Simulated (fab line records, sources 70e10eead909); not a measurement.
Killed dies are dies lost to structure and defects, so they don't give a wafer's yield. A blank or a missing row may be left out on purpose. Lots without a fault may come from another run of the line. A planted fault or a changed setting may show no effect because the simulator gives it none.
fab line records | flow nand_harc | part 2 of 2: steps 37 to 37 of 37
record lots=6 wafers=17 last_day=25
route steps=1159 shown A_SGD_CUT@768 A_SLIT@779 END@1159
lots that met no fault: from a run of the same line without faults
start_h: hours from the record's first day to the start of the lot's first wafer shown | wait_h: hours since the lot's step before | " the same as in the row above | L1.1+2: a row that stands for several wafers | - no value, or no start given | * or withheld: withheld | < > ~ a bound
route shown NAME@n: a module of which the file shows steps, and the number in the route of the first | usual: mean/standard deviation of fault-free wafers | same: alike in all rows | chamber/n: place in a boat | sites: the reading at each site | _std_site: their standard deviation | _edge_site: outer sites' mean less inner sites' | radius_mm: how far each site lies from the wafer's centre | mask NAME#n: copy n | behind: the tool/chamber that last shaped the wafer | hold: why the lot was held/for how many hours/how that ended | device: the transistor (n, p or np) that didn't switch | end of line: the same wafers' tests at the end of the route | a step without rows: its recipe alone | killed: dies lost to structure and defects at the first sort, not the wafer's yield | map: a wafer's dies, x killed, . not, _ none there
set.NAME: the setting as run; set.NAME@STEP: as run at that earlier step | model.NAME: the simulator's own value behind a step, which no gauge read
lots at some steps of the route; a table a step, a row a wafer
services: from which hour (start_h, from the record's first day; less than 0 if before it) a tool's chamber was out of use, for how many hours, and why
## steps
# step NHARC_END_SORT_01
# recipe temp_c=25
# usual killed_at_array=26/11 killed_at_other=0.4/0.78 killed_at_periphery=3.4/2.4 killed_dies=29/11 killed_open=3.1/1.9 killed_short=1.9/1.4
# same gross_dies=677
# columns lot.wafer tool chamber start_h wait_h killed_at_array killed_at_other killed_at_periphery killed_dies killed_open killed_short
L448.2 prober-01 0 529.56 2.8 15 0 4 19 2 1
L448.3 prober-01 0 530.36 3.1 12 0 6 18 2 2
L448.4 prober-01 0 531.16 3.4 11 0 9 20 2 1
L452.2 prober-02 0 537.51 2.8 23 0 3 26 3 1
L452.5 prober-02 0 539.94 3.8 33 0 1 34 4 2
L452.6 prober-02 0 540.76 4.1 18 0 2 20 1 2
L453.3 prober-02 0 554.00 3.1 673 0 3 676 6 2
L453.5 prober-02 0 555.57 3.7 669 0 2 671 4 2
L453.6 prober-02 0 556.36 3.9 673 1 2 676 4 4
L454.3 prober-02 0 561.75 3.1 674 0 3 677 4 1
L454.4 prober-02 0 562.55 3.4 676 0 1 677 3 2
L460.3 prober-01 0 569.37 3.1 23 0 5 28 3 5
L460.4 prober-01 0 570.15 3.4 32 0 6 38 5 1
L460.6 prober-01 0 571.73 3.9 28 0 2 30 2 2
L467.1 prober-01 0 599.04 2.5 20 0 0 20 5 2
L467.3 prober-01 0 600.63 3.1 15 0 6 21 7 2
L467.6 prober-01 0 603.02 4.0 16 0 3 19 5 3
# killed by level:class
L448.2 A_WL_FILL:chamber_film_flake=6 A_STAIRCASE:chamber_film_flake=3 P_STI:chamber_film_flake=2 A_CHANNEL_HOLE_D1:chamber_film_flake=2 P_M1:geometric_particle:open=1 A_WL_FILL:geometric_particle:short=1 A_WL_FILL:geometric_particle:open=1 P_ZERO_WELL:chamber_film_flake=1
L448.3 P_STI:chamber_film_flake=4 A_STAIRCASE:chamber_film_flake=3 A_WL_FILL:chamber_film_flake=3 A_SLIT:chamber_film_flake=2 P_M0:geometric_particle:open=1 A_CHANNEL_FILL_D1:geometric_particle:short=1 A_WL_FILL:geometric_particle:short=1 A_CONTACT:geometric_particle:open=1
L448.4 P_GATE:chamber_film_flake=5 A_WL_FILL:chamber_film_flake=5 P_STI:chamber_film_flake=2 P_M1:geometric_particle:open=1 A_WL_FILL:geometric_particle:short=1 A_BLC:geometric_particle:open=1 P_ZERO_WELL:chamber_film_flake=1 A_CHANNEL_HOLE_D1:chamber_film_flake=1
L452.2 A_SLIT:chamber_film_flake=12 A_CHANNEL_HOLE_D1:chamber_film_flake=7 A_STAIRCASE:chamber_film_flake=3 P_STI:geometric_particle:short=1 P_GATE:geometric_particle:open=1 P_CONTACT:geometric_particle:open=1 A_ONON_D1:geometric_particle:open=1
L452.5 A_CHANNEL_HOLE_D1:chamber_film_flake=12 A_SLIT:chamber_film_flake=9 A_WL_FILL:chamber_film_flake=3 A_CONTACT:geometric_particle:open=2 A_WL_FILL:geometric_particle:short=2 A_STAIRCASE:chamber_film_flake=2 A_CHANNEL_FILL_D1:geometric_particle:open=1 A_SGD_CUT:geometric_particle:open=1
L452.6 A_CHANNEL_HOLE_D1:chamber_film_flake=10 A_SLIT:chamber_film_flake=6 P_M2:geometric_particle:short=1 A_CHANNEL_FILL_D1:geometric_particle:short=1 A_CONTACT:geometric_particle:open=1 P_GATE:chamber_film_flake=1
L453.3 A_SLIT:area_dep=635 A_CHANNEL_HOLE_D1:chamber_film_flake=18 A_SLIT:chamber_film_flake=6 A_STAIRCASE:chamber_film_flake=4 A_CONTACT:geometric_particle:open=2 A_WL_FILL:chamber_film_flake=2 A_CONTACT:chamber_film_flake=2 P_GATE:geometric_particle:short=1
L453.5 A_SLIT:area_dep=630 A_CHANNEL_HOLE_D1:chamber_film_flake=19 A_SLIT:chamber_film_flake=12 A_CONTACT:chamber_film_flake=2 P_GATE:geometric_particle:open=1 P_M1:geometric_particle:open=1 A_WL_FILL:geometric_particle:short=1 A_BLC:geometric_particle:open=1
L453.6 A_SLIT:area_dep=632 A_CHANNEL_HOLE_D1:chamber_film_flake=18 A_SLIT:chamber_film_flake=8 A_STAIRCASE:chamber_film_flake=4 A_CHANNEL_FILL_D1:geometric_particle:open=2 A_WL_FILL:geometric_particle:short=2 A_CONTACT:chamber_film_flake=2 A_CHANNEL_FILL_D1:geometric_particle:short=1
L454.3 A_SLIT:area_dep=660 A_CHANNEL_HOLE_D1:chamber_film_flake=4 A_STAIRCASE:chamber_film_flake=2 A_WL_FILL:chamber_film_flake=2 A_CONTACT:chamber_film_flake=2 P_CONTACT:geometric_particle:open=1 A_CHANNEL_HOLE_D1:geometric_particle:short=1 A_SGD_CUT:geometric_particle:open=1
L454.4 A_SLIT:area_dep=665 A_CONTACT:chamber_film_flake=5 P_M1:geometric_particle:open=1 A_SOURCE_PLATE:geometric_particle:short=1 A_CHANNEL_FILL_D1:geometric_particle:open=1 A_CHANNEL_FILL_D1:geometric_particle:short=1 A_BLC:geometric_particle:open=1 A_CHANNEL_HOLE_D1:chamber_film_flake=1
L460.3 A_SLIT:chamber_film_flake=8 P_M0:geometric_particle:short=2 P_ZERO_WELL:chamber_film_flake=2 A_CHANNEL_HOLE_D1:chamber_film_flake=2 A_WL_FILL:chamber_film_flake=2 A_CONTACT:chamber_film_flake=2 P_M0:geometric_particle:open=1 A_ONON_D1:geometric_particle:short=1
L460.4 A_SLIT:chamber_film_flake=16 P_STI:chamber_film_flake=4 A_CONTACT:chamber_film_flake=4 A_CHANNEL_HOLE_D1:chamber_film_flake=3 A_CHANNEL_FILL_D1:geometric_particle:open=2 A_WL_FILL:chamber_film_flake=2 A_BLC:chamber_film_flake=2 P_BONDPAD:geometric_particle:open=1
L460.6 A_SLIT:chamber_film_flake=21 A_CHANNEL_FILL_D1:geometric_particle:short=2 A_ZERO_WELL:chamber_film_flake=2 P_GATE:geometric_particle:open=1 A_M0:geometric_particle:open=1 P_STI:chamber_film_flake=1 A_WL_FILL:chamber_film_flake=1 A_BLC:chamber_film_flake=1
L467.1 A_CHANNEL_HOLE_D1:chamber_film_flake=7 A_CONTACT:geometric_particle:open=3 A_STAIRCASE:chamber_film_flake=3 A_CHANNEL_FILL_D1:geometric_particle:open=1 A_WL_FILL:geometric_particle:short=1 A_CONTACT:geometric_particle:short=1 A_M0:geometric_particle:open=1 A_ZERO_WELL:chamber_film_flake=1
L467.3 A_CHANNEL_HOLE_D1:chamber_film_flake=6 A_M1:chamber_film_flake=4 P_GATE:geometric_particle:open=2 P_CONTACT:geometric_particle:open=2 P_BONDPAD:geometric_particle:open=1 A_ONON_D1:geometric_particle:short=1 A_CHANNEL_HOLE_D1:geometric_particle:open=1 A_CHANNEL_FILL_D1:geometric_particle:short=1
L467.6 A_CHANNEL_HOLE_D1:chamber_film_flake=4 A_M1:chamber_film_flake=3 A_CHANNEL_FILL_D1:geometric_particle:open=2 A_CONTACT:geometric_particle:open=2 P_GATE:geometric_particle:short=1 P_CONTACT:geometric_particle:open=1 A_STAIRCASE:geometric_particle:short=1 A_WL_FILL:geometric_particle:short=1
# map L453.3 (x killed, . not)
____________x____________
_________xxxxxxx_________
_______xxxxxxxxxxx_______
______xxxxxxxxxxxxx______
_____xxxxxxxxxxxxxxx_____
____xxxxxxxxxxxxxxxxx____
____xxxxxxxxxxxxxxxxx____
___xxxxxxxxxxxxxxxxxxx___
___xxxxxxxxxxxxxxxxxxx___
__xxxxxxxxxxxxxxxxxxxxx__
__xxxxxxxxxxxxxxxxxxxxx__
_xxxxxxxxxxxxxxxxxxxxxxx_
_xxxxxxxxxxxxxxxxxxxxxxx_
_xxxxxxxxxxxxxxxxxxxxxxx_
_xxxxxxxxxxxxxxxxxxxxxxx_
_xxxxxxxxxxxxxxxxxxxxxxx_
xxxxxxxxxxxxxxxxxxxxxxxxx
xxxxxxxxxxxxxxxxxxxxxxxxx
xxxxxxxxxxxxxxxxxxxxxxxxx
xxxxxxxxxxxxxxxxxxxxxxxxx
xxxxxxxxxxxxxxxxxxxxxxxxx
_xxxxxxxxxxxxxxxxxxxxxxx_
_xxxxxxxxxxxxxxxxxxxxxxx_
_xxxxxxxxxxxxxxxxxxxxxxx_
_xxxxxxxxxxxxxxxxxxxxxxx_
_xxxxxxxxxxxxxxxxxxxxxxx_
__xxxxxxxxxxxxxxxxxxxxx__
__xxxxxxxxxxxxxxxxxxxxx__
___xxxxxxxxxxxxxxxxxxx___
___xxxxxxxxxxxxxxxxxxx___
____xxxxxxxxxxxxxxxxx____
____xxxxxxxxxxxxxxxxx____
_____xxxxxxxxxxxxxxx_____
______.xxxxxxxxxxxx______
_______xxxxxxxxxxx_______
_________xxxxxxx_________
____________x____________
# map L454.3 (x killed, . not)
____________x____________
_________xxxxxxx_________
_______xxxxxxxxxxx_______
______xxxxxxxxxxxxx______
_____xxxxxxxxxxxxxxx_____
____xxxxxxxxxxxxxxxxx____
____xxxxxxxxxxxxxxxxx____
___xxxxxxxxxxxxxxxxxxx___
___xxxxxxxxxxxxxxxxxxx___
__xxxxxxxxxxxxxxxxxxxxx__
__xxxxxxxxxxxxxxxxxxxxx__
_xxxxxxxxxxxxxxxxxxxxxxx_
_xxxxxxxxxxxxxxxxxxxxxxx_
_xxxxxxxxxxxxxxxxxxxxxxx_
_xxxxxxxxxxxxxxxxxxxxxxx_
_xxxxxxxxxxxxxxxxxxxxxxx_
xxxxxxxxxxxxxxxxxxxxxxxxx
xxxxxxxxxxxxxxxxxxxxxxxxx
xxxxxxxxxxxxxxxxxxxxxxxxx
xxxxxxxxxxxxxxxxxxxxxxxxx
xxxxxxxxxxxxxxxxxxxxxxxxx
_xxxxxxxxxxxxxxxxxxxxxxx_
_xxxxxxxxxxxxxxxxxxxxxxx_
_xxxxxxxxxxxxxxxxxxxxxxx_
_xxxxxxxxxxxxxxxxxxxxxxx_
_xxxxxxxxxxxxxxxxxxxxxxx_
__xxxxxxxxxxxxxxxxxxxxx__
__xxxxxxxxxxxxxxxxxxxxx__
___xxxxxxxxxxxxxxxxxxx___
___xxxxxxxxxxxxxxxxxxx___
____xxxxxxxxxxxxxxxxx____
____xxxxxxxxxxxxxxxxx____
_____xxxxxxxxxxxxxxx_____
______xxxxxxxxxxxxx______
_______xxxxxxxxxxx_______
_________xxxxxxx_________
____________x____________
## services
# columns tool chamber start_h hours kind
rie_diel-08 - 301.80 9.0 pm
pecvd-03 - 303.15 1.2 repair
pecvd-02 - 303.58 1.6 repair
har_etch-01 - 305.00 17.0 pm
rie_diel-10 - 315.21 0.6 repair
rie_diel-12 3 321.36 1.9 repair
rie_diel-10 3 323.78 4.7 repair
rie_diel-08 0 326.82 7.2 repair
rie_diel-02 - 327.70 9.0 pm
pecvd-02 - 334.28 13.0 pm
acl_dep-02 - 350.55 13.0 pm
rie_diel-02 0 350.89 9.2 repair
rie_diel-10 - 353.79 9.0 pm
rie_diel-12 - 355.07 0.8 repair
rie_diel-12 0 369.27 5.6 repair
rie_diel-12 - 379.43 9.0 pm
rie_diel-07 2 381.10 7.4 repair
rie_diel-09 2 383.44 5.8 repair
rie_diel-07 - 405.20 9.0 pm
acl_dep-03 - 405.69 13.0 pm
rie_diel-02 2 414.96 5.8 repair
rie_diel-09 - 431.10 9.0 pm
rie_diel-02 1 439.05 15.5 repair
rie_diel-07 2 446.96 3.5 repair
## key
first_sign step=NHARC_END_SORT_01 reading=killed_at_array direction=up sigmas=61 usual=26 struck=673
effect step=NHARC_END_SORT_01 reading=killed_dies direction=up sigmas=60 usual=29 struck=675
more_kills_born_at NHARC_A_SLIT_DEP_00@acl_dep-02=3222
met_at NHARC_A_SLIT_DEP_00
struck_wafers L453.3,L453.5,L453.6,L454.3,L454.4
later_rows_left_out L453.3,L453.5,L453.6,L454.3,L454.4
tester_left_out L453,L454
onset_between 324.65 379.93
fault kind=process_parameter_drift tool=acl_dep-02 chamber=- onset_h=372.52 steps=NHARC_A_SLIT_DEP_00 channel=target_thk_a offset=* shape=step acts_in=* stated=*
# tester_left_out: of these lots the tester's yield and bins aren't shown, on N5 and GAA mostly nor the transistor test; their killed dies are dies lost to structure and defects alone, not to doping, threshold or leakage, so they don't give the yield
# later_rows_left_out: the simulator's readings of these wafers behind a module that went badly wrong aren't trusted and aren't shown, but for the sort
